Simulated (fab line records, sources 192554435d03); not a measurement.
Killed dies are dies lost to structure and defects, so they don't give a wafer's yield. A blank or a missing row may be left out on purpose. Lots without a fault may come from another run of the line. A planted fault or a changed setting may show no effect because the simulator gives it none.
Which tool did it? | flow n5_finfet | 24 lots, 72 wafers sampled, at 4 steps of a route of 1938

WHAT THE GAUGES READ, wafer by wafer
N5_START_INSPECT_01: inspects for defects (unpatterned scan).
lot  | measured    | on                | raw_defect_count
L074 | day 1 12:02 | defect_inspect-01 | 11 2 8
L075 | day 1 18:02 | defect_inspect-02 | 9 8 4
L076 | day 2 00:02 | defect_inspect-02 | 4 1 6
L077 | day 2 06:02 | defect_inspect-02 | 2 3 5
L078 | day 2 12:02 | defect_inspect-01 | 6 3 7
L079 | day 2 18:02 | defect_inspect-02 | 5 6 3
L080 | day 3 00:02 | defect_inspect-01 | 8 5 8
L081 | day 3 06:02 | defect_inspect-02 | 6 6 5
L082 | day 3 12:02 | defect_inspect-02 | 2 5 4
L083 | day 3 18:02 | defect_inspect-01 | 8 8 4
L084 | day 4 00:02 | defect_inspect-02 | 8 6 5
L085 | day 4 06:02 | defect_inspect-01 | 3 4 6
L086 | day 4 12:02 | defect_inspect-02 | 10 4 5
L087 | day 4 18:02 | defect_inspect-01 | 3 0 7
L088 | day 5 00:02 | defect_inspect-01 | 5 3 4
L089 | day 5 06:02 | defect_inspect-01 | 7 7 6
L090 | day 5 12:02 | defect_inspect-02 | 3 9 8
L091 | day 5 18:02 | defect_inspect-01 | 3 5 6
L092 | day 6 00:02 | defect_inspect-02 | 4 6 4
L093 | day 6 06:02 | defect_inspect-01 | 3 5 4
L094 | day 6 12:02 | defect_inspect-01 | 5 8 5
L095 | day 6 18:02 | defect_inspect-02 | 5 4 6
L096 | day 7 00:02 | defect_inspect-02 | 7 2 7
L097 | day 7 06:02 | defect_inspect-01 | 6 2 7

N5_ZERO_LAYER_CD_MEAS_11: target cd 2000 nm.
lot  | measured    | on        | cd_nm (nm)
L074 | day 1 12:46 | cd_sem-01 | 2000.3 2001.8 1998.9
L075 | day 1 18:40 | cd_sem-01 | 1999.8 1999.6 1998.7
L076 | day 2 00:38 | cd_sem-03 | 1998.6 1998.5 1999.0
L077 | day 2 06:40 | cd_sem-02 | 1997.7 1996.8 1998.3
L078 | day 2 12:41 | cd_sem-03 | 1998.4 1996.9 1999.1
L079 | day 2 18:47 | cd_sem-02 | 1998.5 1998.6 1999.4
L080 | day 3 00:40 | cd_sem-01 | 1997.4 1996.6 1998.8
L081 | day 3 06:40 | cd_sem-03 | 1998.6 1999.2 1998.3
L082 | day 3 12:40 | cd_sem-03 | 1999.1 1997.7 1999.7
L083 | day 3 18:47 | cd_sem-02 | 2001.1 2000.5 2002.5
L084 | day 4 00:39 | cd_sem-01 | 1997.1 1995.7 1997.9
L085 | day 4 06:46 | cd_sem-01 | 1998.7 1998.8 2001.0
L086 | day 4 12:39 | cd_sem-01 | 1999.3 1999.1 1998.2
L087 | day 4 19:40 | cd_sem-01 | 2000.5 2000.9 2002.9
L088 | day 5 00:46 | cd_sem-02 | 1999.1 2000.7 1998.8
L089 | day 5 06:46 | cd_sem-02 | 2003.5 2000.9 1999.2
L090 | day 5 12:40 | cd_sem-01 | 1996.7 1997.5 2000.6
L091 | day 5 18:48 | cd_sem-01 | 1998.6 1999.6 1997.2
L092 | day 6 00:47 | cd_sem-03 | 2000.6 2001.0 2001.7
L093 | day 6 06:47 | cd_sem-03 | 2000.1 1998.0 1997.7
L094 | day 6 12:47 | cd_sem-01 | 1999.7 2001.4 2002.4
L095 | day 6 18:48 | cd_sem-02 | 2000.2 2000.7 2000.8
L096 | day 7 00:46 | cd_sem-03 | 2002.1 2001.7 2001.4
L097 | day 7 06:38 | cd_sem-01 | 2000.5 2000.4 1999.0

N5_WELL_APT_INSPECT_10: inspects for defects (macro).
lot  | measured    | on                | raw_defect_count
L074 | day 1 13:44 | defect_inspect-02 | 3 1 4
L075 | day 1 19:46 | defect_inspect-02 | 1 3 5
L076 | day 2 01:44 | defect_inspect-01 | 2 3 6
L077 | day 2 07:47 | defect_inspect-01 | 1 2 1
L078 | day 2 13:48 | defect_inspect-02 | 2 3 2
L079 | day 2 19:53 | defect_inspect-01 | 4 3 2
L080 | day 3 01:41 | defect_inspect-02 | 0 2 2
L081 | day 3 07:46 | defect_inspect-01 | 1 0 2
L082 | day 3 13:44 | defect_inspect-02 | 2 6 2
L083 | day 3 19:45 | defect_inspect-02 | 1 0 3
L084 | day 4 01:44 | defect_inspect-02 | 3 0 3
L085 | day 4 07:46 | defect_inspect-01 | 1 2 3
L086 | day 4 13:46 | defect_inspect-01 | 3 2 0
L087 | day 4 20:57 | defect_inspect-01 | 0 2 2
L088 | day 5 03:08 | defect_inspect-02 | 0 4 0
L089 | day 5 08:34 | defect_inspect-02 | 3 2 1
L090 | day 5 13:52 | defect_inspect-02 | 3 1 1
L091 | day 5 19:55 | defect_inspect-02 | 2 2 1
L092 | day 6 01:46 | defect_inspect-01 | 2 2 1
L093 | day 6 08:37 | defect_inspect-01 | 2 2 0
L094 | day 6 13:47 | defect_inspect-01 | 2 3 1
L095 | day 6 20:00 | defect_inspect-02 | 0 1 3
L096 | day 7 01:52 | defect_inspect-02 | 6 2 4
L097 | day 7 07:45 | defect_inspect-02 | 1 3 1

WHICH TOOL RAN EACH LOT (tool, then ch and the chambers of the sampled wafers, then the start)
lot  | N5_ZERO_LAYER_STRIP_24
L074 | plasma_asher-02 ch 0,1, day 1 13:02
L075 | plasma_asher-01 ch 0,1, day 1 19:02
L076 | plasma_asher-02 ch 0,1, day 2 00:53
L077 | plasma_asher-02 ch 0,1, day 2 06:55
L078 | plasma_asher-01 ch 0,1, day 2 12:58
L079 | plasma_asher-02 ch 0,1, day 2 19:02
L080 | plasma_asher-02 ch 0,1, day 3 00:56
L081 | plasma_asher-01 ch 0,1, day 3 06:55
L082 | plasma_asher-01 ch 0,1, day 3 13:00
L083 | plasma_asher-02 ch 0, day 3 19:02
L084 | plasma_asher-02 ch 0,1, day 4 00:54
L085 | plasma_asher-01 ch 1, day 4 07:01
L086 | plasma_asher-02 ch 0,1, day 4 12:56
L087 | plasma_asher-01 ch 0,1, day 4 20:07
L088 | plasma_asher-02 ch 0,1, day 5 02:17
L089 | plasma_asher-02 ch 0,1, day 5 07:51
L090 | plasma_asher-01 ch 0, day 5 13:07
L091 | plasma_asher-01 ch 0,1, day 5 19:10
L092 | plasma_asher-01 ch 0,1, day 6 01:02
L093 | plasma_asher-02 ch 1, day 6 07:52
L094 | plasma_asher-02 ch 0,1, day 6 13:02
L095 | plasma_asher-02 ch 0,1, day 6 19:08
L096 | plasma_asher-02 ch 0,1, day 7 01:01
L097 | plasma_asher-01 ch 0,1, day 7 06:54
- N5_ZERO_LAYER_STRIP_24: strips in O2.

WHAT THE TOOLS THEMSELVES READ (means of the sampled wafers that have a number; where no wafer has one, the mark that the record gives instead)
N5_ZERO_LAYER_STRIP_24.
lot  | tool            | drypump_motor_current_A (A) | heater_power_w (W) | oes_product_au (a.u.) | strip_time_to_endpoint_s (s)
L074 | plasma_asher-02 | 6.43                        | 325                | 0.647                 | 43.92
L075 | plasma_asher-01 | 5.83                        | 310                | 0.645                 | 43.91
L076 | plasma_asher-02 | 6.44                        | 326                | 0.646                 | 43.77
L077 | plasma_asher-02 | 6.44                        | 324                | 0.646                 | 43.90
L078 | plasma_asher-01 | 5.78                        | 308                | 0.644                 | 43.93
L079 | plasma_asher-02 | 6.42                        | 329                | 0.644                 | 43.91
L080 | plasma_asher-02 | 6.41                        | 327                | 0.648                 | 43.89
L081 | plasma_asher-01 | 5.86                        | 299                | 0.646                 | 43.83
L082 | plasma_asher-01 | 5.86                        | 299                | 0.647                 | 43.97
L083 | plasma_asher-02 | 6.38                        | 329                | 0.647                 | 43.96
L084 | plasma_asher-02 | 6.41                        | 325                | 0.651                 | 43.99
L085 | plasma_asher-01 | 5.88                        | 291                | 0.645                 | 43.81
L086 | plasma_asher-02 | 6.46                        | 332                | 0.648                 | 43.84
L087 | plasma_asher-01 | 5.81                        | 307                | 0.649                 | 43.93
L088 | plasma_asher-02 | 6.42                        | 329                | 0.654                 | 43.86
L089 | plasma_asher-02 | 6.44                        | 330                | 0.648                 | 43.78
L090 | plasma_asher-01 | 5.76                        | 313                | 0.643                 | 43.83
L091 | plasma_asher-01 | 5.87                        | 296                | 0.646                 | 43.86
L092 | plasma_asher-01 | 5.86                        | 298                | 0.646                 | 43.84
L093 | plasma_asher-02 | 6.44                        | 323                | 0.646                 | 43.92
L094 | plasma_asher-02 | 6.39                        | 327                | 0.643                 | 43.89
L095 | plasma_asher-02 | 6.39                        | 329                | 0.642                 | 43.94
L096 | plasma_asher-02 | 6.43                        | 324                | 0.646                 | 43.92
L097 | plasma_asher-01 | 5.85                        | 297                | 0.649                 | 43.91

THE ANSWER, worked out from the rows above alone
Rule: what is usual is taken from the lots themselves. Put in order of their means at a reading, lots are off if they are a third of the lots or fewer, leave a main group of 4 or more, and stand apart from it by a gap of 3 or more times the standard deviation of the main group's means; of several such gaps the widest counts. A main group whose means are all the same, to the digits that the tables above print for the reading, isn't used. A lot without any number at a reading at which 4 lots or more have one is off too. The other lots that the step has rows for count as sound. The gauges are gone through in route order, then the tools' own readings, and for those a lot's mean is taken as printed above. The first step at which some lot is off is used, and at that step the reading that is off furthest; a lot without a number counts as furthest.
No lot is off at any reading shown: from this, nothing can be told.

WHAT THE SIMULATOR HAD PUT IN
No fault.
